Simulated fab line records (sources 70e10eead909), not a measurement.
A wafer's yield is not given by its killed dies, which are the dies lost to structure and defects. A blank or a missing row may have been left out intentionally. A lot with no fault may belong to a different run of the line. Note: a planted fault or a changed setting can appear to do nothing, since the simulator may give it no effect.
What tool caused it? / flow nand_harc / Sampling: 6 lots, 18 wafers, 5 of 1302 route steps

== WHAT THE GAUGES READ, wafer by wafer ==
NHARC_END_SORT_01.
lot=L810; measured=day 28 01:11; on=prober-01; killed_at_array=154 187 135

== TOOL THAT RAN EACH LOT (tool first, then ch and the chambers of the sampled wafers, then the start) ==
lot=L805; NHARC_A_CONTACT_DEP_57=acl_dep-02 ch 0, day 22 12:17; NHARC_HYBRID_BOND_ACTIVATE_00=rie_diel-06 ch 1,2,3, day 24 02:34; NHARC_THIN_TSV_ETCH_15=rie_si-06 ch 1,2, day 24 16:28; NHARC_THIN_TSV_ETCHBACK_48=rie_diel-09 ch 0,2,3, day 24 17:56
lot=L810; NHARC_A_CONTACT_DEP_57=acl_dep-02 ch 0, day 25 10:50; NHARC_HYBRID_BOND_ACTIVATE_00=rie_diel-06 ch 0,1,3, day 26 22:05; NHARC_THIN_TSV_ETCH_15=rie_si-04 ch 0,1, day 27 12:09; NHARC_THIN_TSV_ETCHBACK_48=rie_diel-09 ch 0,1, day 27 13:33
lot=L816; NHARC_A_CONTACT_DEP_57=acl_dep-03 ch 0, day 27 14:35; NHARC_HYBRID_BOND_ACTIVATE_00=rie_diel-04 ch 0,1,2, day 29 00:16; NHARC_THIN_TSV_ETCH_15=rie_si-04 ch 2,3, day 29 12:48; NHARC_THIN_TSV_ETCHBACK_48=rie_diel-10 ch 0,3, day 29 14:19
lot=L823; NHARC_A_CONTACT_DEP_57=acl_dep-01 ch 0, day 29 14:47; NHARC_HYBRID_BOND_ACTIVATE_00=rie_diel-04 ch 0,2,3, day 31 01:03; NHARC_THIN_TSV_ETCH_15=rie_si-04 ch 0,2,3, day 31 14:00; NHARC_THIN_TSV_ETCHBACK_48=rie_diel-10 ch 0,1,3, day 31 15:33
lot=L821; NHARC_A_CONTACT_DEP_57=acl_dep-02 ch 0, day 29 17:30; NHARC_HYBRID_BOND_ACTIVATE_00=rie_diel-06 ch 0,1,2, day 31 04:21; NHARC_THIN_TSV_ETCH_15=rie_si-03 ch 0,1,3, day 31 16:23; NHARC_THIN_TSV_ETCHBACK_48=rie_diel-09 ch 0,2,3, day 31 17:50
lot=L824; NHARC_A_CONTACT_DEP_57=acl_dep-01 ch 0, day 31 13:41; NHARC_HYBRID_BOND_ACTIVATE_00=rie_diel-06 ch 1,2, day 33 05:25; NHARC_THIN_TSV_ETCH_15=rie_si-04 ch 0,1,3, day 33 18:01; NHARC_THIN_TSV_ETCHBACK_48=rie_diel-10 ch 0,1,3, day 33 19:31
- NHARC_A_CONTACT_DEP_57: deposits aC, target thk 5300 nm.
- NHARC_HYBRID_BOND_ACTIVATE_00: chemistry N2, time 60 s.
- NHARC_THIN_TSV_ETCH_15: target depth 3000 nm, bosch target overetch cycles 2, bosch etch step 2.8 s.
- NHARC_THIN_TSV_ETCHBACK_48: etches the open film in C4F8/Ar, target depth 1028.5 nm, time 405.17 s.

== THE ANSWER, worked out from the rows above alone ==
Rule: the lots themselves supply what counts as usual. The widest of any qualifying gaps counts: lots, ordered by their means at a reading, are off when they make up no more than a third of the lots, leave a main group of 4 or more, and stand apart from it by 3 or more times the standard deviation of that group's means. If all means in a main group match to the digits the tables above print for the reading, that group is not used. Also off: a lot with no number at a reading for which 4 or more lots have one. All remaining lots with rows at the step are treated as sound.
None of the lots is off at any reading shown; this tells nothing.

== WHAT THE SIMULATOR HAD PUT IN ==
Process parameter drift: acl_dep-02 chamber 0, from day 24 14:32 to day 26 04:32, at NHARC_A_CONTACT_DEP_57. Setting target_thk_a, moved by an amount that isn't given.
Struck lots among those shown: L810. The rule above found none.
